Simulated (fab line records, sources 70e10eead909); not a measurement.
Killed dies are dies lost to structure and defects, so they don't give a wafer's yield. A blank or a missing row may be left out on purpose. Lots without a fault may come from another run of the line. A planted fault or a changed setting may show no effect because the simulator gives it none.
Which tool did it? | flow nand_harc | 6 lots, 17 wafers sampled, at 5 steps of a route of 1159

WHAT THE GAUGES READ, wafer by wafer
NHARC_END_SORT_01.
lot  | measured     | on        | killed_at_array
L735 | day 21 14:36 | prober-02 | 14 670

WHICH TOOL RAN EACH LOT (tool, then ch and the chambers of the sampled wafers, then the start)
lot  | NHARC_A_SLIT_ETCH_24               | NHARC_A_WL_FILL_ALD_00           | NHARC_A_WL_FILL_ALD_02              | NHARC_A_WL_FILL_ETCHBACK_04
L726 | rie_diel-09 ch 1,2,3, day 14 20:42 | ald_hk-02 ch 1,2, day 15 07:11   | ald_metal-03 ch 0,1,2, day 15 07:40 | rie_metal-02 ch 0,1, day 15 12:53
L729 | rie_diel-09 ch 2,3, day 15 12:28   | ald_hk-02 ch 0,3, day 16 01:23   | ald_metal-02 ch 0,3, day 16 01:50   | rie_metal-01 ch 0,1, day 16 06:52
L735 | rie_diel-09 ch 1,3, day 16 19:21   | ald_hk-03 ch 0,3, day 17 06:26   | ald_metal-03 ch 0,1, day 17 07:08   | rie_metal-03 ch 0, day 17 15:31
L738 | rie_diel-02 ch 0,3, day 17 07:53   | ald_hk-01 ch 0,3, day 17 19:41   | ald_metal-03 ch 0,1,2, day 17 20:15 | rie_metal-02 ch 0,1, day 18 01:01
L741 | rie_diel-02 ch 0,2,3, day 18 20:22 | ald_hk-02 ch 2,3, day 19 05:37   | ald_metal-03 ch 0,3, day 19 06:05   | rie_metal-02 ch 1, day 19 11:01
L746 | rie_diel-09 ch 1,2, day 19 14:48   | ald_hk-02 ch 0,1,3, day 20 02:18 | ald_metal-03 ch 0,1,3, day 20 02:49 | rie_metal-01 ch 0,1, day 20 14:21
- NHARC_A_SLIT_ETCH_24: etches the open film in CF4/CHF3, target depth 121 nm, time 60.5 s.
- NHARC_A_WL_FILL_ALD_00: deposits Al2O3, target thk 3 nm, pulse time 3 s, ald cycles 30.
- NHARC_A_WL_FILL_ALD_02: deposits TiN, target thk 2 nm, pulse time 3 s, ald cycles 100.
- NHARC_A_WL_FILL_ETCHBACK_04: etches the open film in NF3, target depth 60 nm, time 120 s.

THE ANSWER, worked out from the rows above alone
Rule: what is usual is taken from the lots themselves. Put in order of their means at a reading, lots are off if they are a third of the lots or fewer, leave a main group of 4 or more, and stand apart from it by a gap of 3 or more times the standard deviation of the main group's means; of several such gaps the widest counts. A main group whose means are all the same, to the digits that the tables above print for the reading, isn't used. A lot without any number at a reading at which 4 lots or more have one is off too. The other lots that the step has rows for count as sound.
No lot is off at any reading shown: from this, nothing can be told.

WHAT THE SIMULATOR HAD PUT IN
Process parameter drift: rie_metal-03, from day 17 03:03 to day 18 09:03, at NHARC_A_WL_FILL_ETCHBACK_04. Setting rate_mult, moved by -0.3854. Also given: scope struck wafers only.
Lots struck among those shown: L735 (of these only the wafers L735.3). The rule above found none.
